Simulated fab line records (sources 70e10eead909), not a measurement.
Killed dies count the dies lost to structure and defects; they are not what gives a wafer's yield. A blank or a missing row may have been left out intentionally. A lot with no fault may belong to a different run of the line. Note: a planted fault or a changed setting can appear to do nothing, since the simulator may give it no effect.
3 desks looking at one fault + flow nandHarc + each desk holds nothing but its own numbers, with what lay behind them at the end

AT THE METROLOGY DESK
What the gauges read, lot by lot, whatever tool the lot ran on: means of the sampled wafers that have a number. Any lot whose mean is over 4 standard deviations away from the usual mean is out of limits and marked OUT; that distance is given in the brackets.
Columns: A = cdNm at NHARC_P_STI_CD_MEAS_16, usual 199.4 nm
| lot  | first seen here | A     |
|------|-----------------|-------|
| L669 | day 2 13:47     | 197.7 |
| L672 | day 3 02:07     | 197.4 |
| L670 | day 3 02:26     | 201.6 |
| L674 | day 3 19:34     | 197.9 |
| L675 | day 4 00:10     | 197.0 |
| L676 | day 4 08:12     | 199.5 |
| L677 | day 4 08:22     | 198.8 |
| L678 | day 4 20:25     | 201.2 |
| L679 | day 4 20:37     | 198.4 |
| L688 | day 7 08:41     | 198.9 |
| L692 | day 8 01:53     | 199.3 |
| L691 | day 8 02:04     | 198.5 |
Finding of this desk: none of the 12 lots has anything out of limits.

THE DEFECT DESK
Inspection counts along the route, by lot: the mean over sampled wafers that carry a number. Any lot whose mean is over 4 standard deviations away from the usual mean is out of limits and marked OUT; that distance is given in the brackets.
Columns: A = rawDefectCount at NHARC_P_STI_INSPECT_11, usual 4.8; B = rawDefectCount at NHARC_P_STI_INSPECT_25, usual 205; C = rawDefectCount at NHARC_P_GATE_INSPECT_28, usual 6
| lot  | first seen here | A   | B              | C                      |
|------|-----------------|-----|----------------|------------------------|
| L669 | day 2 13:13     | 4.0 | 240            | 5                      |
| L672 | day 3 01:32     | 7.7 | 204            | 4                      |
| L670 | day 3 01:52     | 3.3 | 241            | 13                     |
| L674 | day 3 19:00     | 4.0 | 200            | 7                      |
| L675 | day 3 23:36     | 3.7 | 230            | 8                      |
| L676 | day 4 07:38     | 4.0 | 152            | 5                      |
| L677 | day 4 07:47     | 5.3 | 292            | 8                      |
| L678 | day 4 19:50     | 6.3 | 1356 (+14) OUT | 1072 (+99 or more) OUT |
| L679 | day 4 20:00     | 2.0 | 1492 (+16) OUT | 1120 (+99 or more) OUT |
| L688 | day 7 08:05     | 7.0 | 213            | 6                      |
| L692 | day 8 01:19     | 8.0 | 203            | 5                      |
| L691 | day 8 01:28     | 5.3 | 216            | 4                      |
Finding of this desk: L678, L679 out of limits; the first was L678 at day 6 00:23, on rawDefectCount at NHARC_P_STI_INSPECT_25. L669, L672, L670, L674, L675, L676, L677, L688, L692, L691: within limits.

FOR THE TOOL OWNER'S DESK: furnace-04
The tool's own readings at NHARC_P_STI_OXIDE_40 (material SiO2, target thk 10 nm, ox time 1362 s): means of the sampled wafers that have a number, for each lot that ran on this tool. Any lot whose mean is over 4 standard deviations away from the usual mean is out of limits and marked OUT; that distance is given in the brackets.
Columns: A = spikeTcLowerC at NHARC_P_STI_OXIDE_40, usual 900.7 C
| lot  | first seen here | A     |
|------|-----------------|-------|
| L676 | day 5 06:59     | 900.3 |
| L677 | day 5 06:59     | 901.0 |
| L678 | day 5 20:20     | 902.0 |
| L679 | day 5 20:20     | 901.6 |
Finding of this desk: none of the 4 lots has anything out of limits.

BROUGHT TOGETHER
The defect desk could have raised an alarm at day 6 00:23, on L678, L679.
Nothing out of limits was seen by the metrology desk.
The desk of the tool owner found nothing out of limits.
The metrology desk has L678, L679 on record, within its limits.
On record at the tool owner's desk: L678, L679, within its limits.
Every lot named ran NHARC_P_STI_OXIDE_40 on furnace-04.

WHAT THE SIMULATOR PUT IN
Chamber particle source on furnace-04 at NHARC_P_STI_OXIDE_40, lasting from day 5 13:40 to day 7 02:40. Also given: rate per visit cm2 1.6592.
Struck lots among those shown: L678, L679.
Hours from the fault's start to each desk's first reading out of limits: the defect desk, 11.
